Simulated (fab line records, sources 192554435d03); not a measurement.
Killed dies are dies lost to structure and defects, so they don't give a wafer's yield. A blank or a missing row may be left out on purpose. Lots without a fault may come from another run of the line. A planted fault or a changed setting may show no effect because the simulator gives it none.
Chamber matching | flow n5_finfet | N5_ILD0_CMP_07 on cmp-03: 4 sister chambers
The step polishes SiO2 flowable, stops on poly-Si, t overpolish 1.18 s, target thk 138.88 nm. 7 wafers are shown with their chamber, then 7 later ones without.

WAFERS WITH THEIR CHAMBER
wafer  | chamber | motor_current_A (A)
L077.4 | 1       | 12.3
L083.6 | 0       | 11.5
L085.2 | 3       | 11.4
L085.3 | 2       | 11.5
L085.4 | 1       | 12.5
L091.1 | 3       | 11.8
L091.2 | 2       | 11.7

WAFERS WITHOUT THEIR CHAMBER
wafer  | motor_current_A (A)
L091.6 | 12.8
L093.1 | 11.3
L093.4 | 12.3
L093.6 | 11.7
L096.2 | 11.6
L096.4 | 12.1
L096.5 | 10.7

WHICH CHAMBER EACH WENT THROUGH
wafer  | from the rows above               | in truth
L091.6 | 1                                 | 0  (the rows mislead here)
L093.1 | can't be placed: 0 or 2 or 3      | 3
L093.4 | 1                                 | 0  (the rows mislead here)
L093.6 | can't be placed: 3 or 2 or 0      | 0
L096.2 | can't be placed: 2 or 3 or 0      | 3
L096.4 | can't be placed: 1 or 3 or 2 or 0 | 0
L096.5 | can't be placed: 0 or 2 or 3      | 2
Placed correctly: 0 of 7. Can't be placed from these rows: 5 (the true chamber is among the candidates in 5). Placed wrongly: 2.
How it was worked out, from the rows above alone: a wafer's distance from a chamber is the root of the sum, over the readings, of the square of ((its reading less the chamber's mean) divided by the reading's scatter). The wafer belongs to the nearest chamber; if the next one is less than 2 further off, it can't be placed. A chamber's mean is the mean of its shown wafers. The scatter: the root of (the sum of the squares of (reading less its chamber's mean) over the shown wafers, divided by (wafers less chambers)).
